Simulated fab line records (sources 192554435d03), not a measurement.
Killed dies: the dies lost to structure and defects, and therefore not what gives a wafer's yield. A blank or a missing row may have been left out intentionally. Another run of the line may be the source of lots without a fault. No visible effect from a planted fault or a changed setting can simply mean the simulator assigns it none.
Split-lot experiment ; flow n5Finfet ; route with 1938 steps; 7 lots, 21 wafers read

== THE SPLIT ==
At N5_BEOL_M4_TRENCH_ETCH_37 (etches SiOC in C4F6/O2, target depth 55.555 nm, time 29.2 s), the setting timeS was moved away from the recipe's 29.2 s on 5 of the 21 wafers read, by -16.3% to +11.9%. All remaining wafers had this setting at the recipe value.

== FROM THE SPLIT TO THE READING: what the file shows between them, 8 steps ==
- N5_BEOL_M4_ETCH_41: etches SiCN in CH3F/O2, target depth 29.9 nm, time 52.5 s
- N5_BEOL_M4_STRIP_97: strips in N2/H2, time 10 s
- N5_BEOL_M4_OCD_MEAS_38
- N5_BEOL_M4_SURFACE_TREAT_85 (also split here: timeS)
- N5_BEOL_M4_CVD_47: deposits Co from CCTBA/H2, target thk 3 nm, time 223.8 s
- N5_BEOL_M4_SPUTTER_48: material Cu, target thk 4.5 nm, time 8.29 s
- N5_BEOL_M4_PRE_CLEAN_56: time 15 s
- N5_BEOL_M4_DEP_57: deposits SiCN from 3MS/NH3, target thk 8 nm, time 14 s

== THE READING ==
M4_RS in ohm/sq, measured at N5_BEOL_M4_RS_MEAS_58 by four-point-probe. A value of 0.68 ohm/sq with a standard deviation of 0.042 ohm/sq is what fault-free wafers of this fab line usually give.

wafer;tool, chamber at the split;timeS as run, s;against the recipe;M4_RS, ohm/sq;against lot-mates on the recipe
L074.1;rieDiel-01, 2;29.2;recipe;0.67;-
L074.2;rieDiel-01, 1;29.2;recipe;0.68;-
L074.3;rieDiel-01, 0;29.2;recipe;0.69;-
L079.2;rieDiel-01, 3;29.2;recipe;0.64;-
L079.4;rieDiel-01, 0;29.2;recipe;0.70;-
L079.6;rieDiel-01, 3;29.2;recipe;0.65;-
L083.2;rieDiel-01, 1;29.2;recipe;0.66;-
L083.3;rieDiel-01, 0;29.2;recipe;0.73;-
L083.4;rieDiel-01, 3;29.2;recipe;0.73;-
L087.4;rieDiel-04, 2;24.43;-16.3%;1.01;+0.30
L087.5;rieDiel-04, 1;29.2;recipe;0.71;-
L087.6;rieDiel-04, 3;24.43;-16.3%;0.89;+0.18
L092.1;rieDiel-01, 0;29.2;recipe;0.68;-
L092.3;rieDiel-01, 1;29.2;recipe;0.67;-
L092.4;rieDiel-01, 2;29.2;recipe;0.70;-
L094.3;rieDiel-04, 3;25.93;-11.2%;0.73;+0.07
L094.5;rieDiel-04, 0;25.93;-11.2%;0.84;+0.18
L094.6;rieDiel-04, 3;29.2;recipe;0.66;-
L095.1;rieDiel-05, 3;29.2;recipe;0.67;-
L095.3;rieDiel-05, 1;32.67;+11.9%;0.51;-0.19
L095.4;rieDiel-05, 2;29.2;recipe;0.72;-

THE FIT
A straight line over all 21 wafers: M4_RS changes by -0.0141 ohm/sq for each +1% of timeS; r = -0.91; the points scatter about the line by 0.042 ohm/sq.
The same after taking each lot's own level away (the mean of its wafers on the recipe; 21 wafers): -0.014 ohm/sq for each +1%; r = -0.94; scatter 0.035 ohm/sq.
According to that fit, moving timeS by its largest amount changes the reading by 0.23 ohm/sq.
From 0.660 to 0.710 ohm/sq: that is the span of the lots' own levels, equal to 1.2 times the standard deviation above.
The two slopes agree, so the slope changes little with the lot-to-lot level.
Check: for one of the wafers moved furthest among these (-16.3%), held out of the fit, the line's prediction against its lot-mates is +0.195 ohm/sq. It came out at +0.3 ohm/sq against them.

== OTHER SPLITS APPLIED TO THESE WAFERS ==
Other splits were also applied to these wafers ahead of the reading. Each is held against what the fit with the lots' levels taken away leaves over:
other split on the same wafers;wafers away from the commonest value;r with M4_RS (lot level and that fit taken away)
N5_BEOL_M3_COAT_68 spinRpm;8;-0.06
N5_BEOL_M4_COAT_62 spinRpm;6;+0.07
N5_BEOL_M4_COAT_05 spinRpm;4;+0.21
N5_BEOL_M4_SURFACE_TREAT_85 timeS;as run: not given for these wafers;-

== THE WHOLE CHAIN: every reading that the file lists as answering this split, in the file's order ==
step;what it does;reading;change (the file's fit);r (the file's)
N5_BEOL_M4_TRENCH_ETCH_37;etches SiOC in C4F6/O2, target depth 55.555 nm, time 29.2 s;BEOL_M4.featureDepthNm (the simulator's own value, which no gauge read);+0.564 nm for each +1% of the setting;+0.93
N5_BEOL_M4_TRENCH_ETCH_37;etches SiOC in C4F6/O2, target depth 55.555 nm, time 29.2 s;etch.depthNm (the simulator's own value, which no gauge read);+0.564 nm for each +1% of the setting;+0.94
N5_BEOL_M4_OCD_MEAS_38;;trenchDepthNm;+0.557 nm for each +1% of the setting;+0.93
N5_BEOL_M4_RS_MEAS_58;measures by four-point-probe;M4_RS;-0.014 for each +1% of the setting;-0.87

== FILE'S OWN FIT ==
M4_RS changes by -0.014 ohm/sq for each +1% of timeS, r = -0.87.
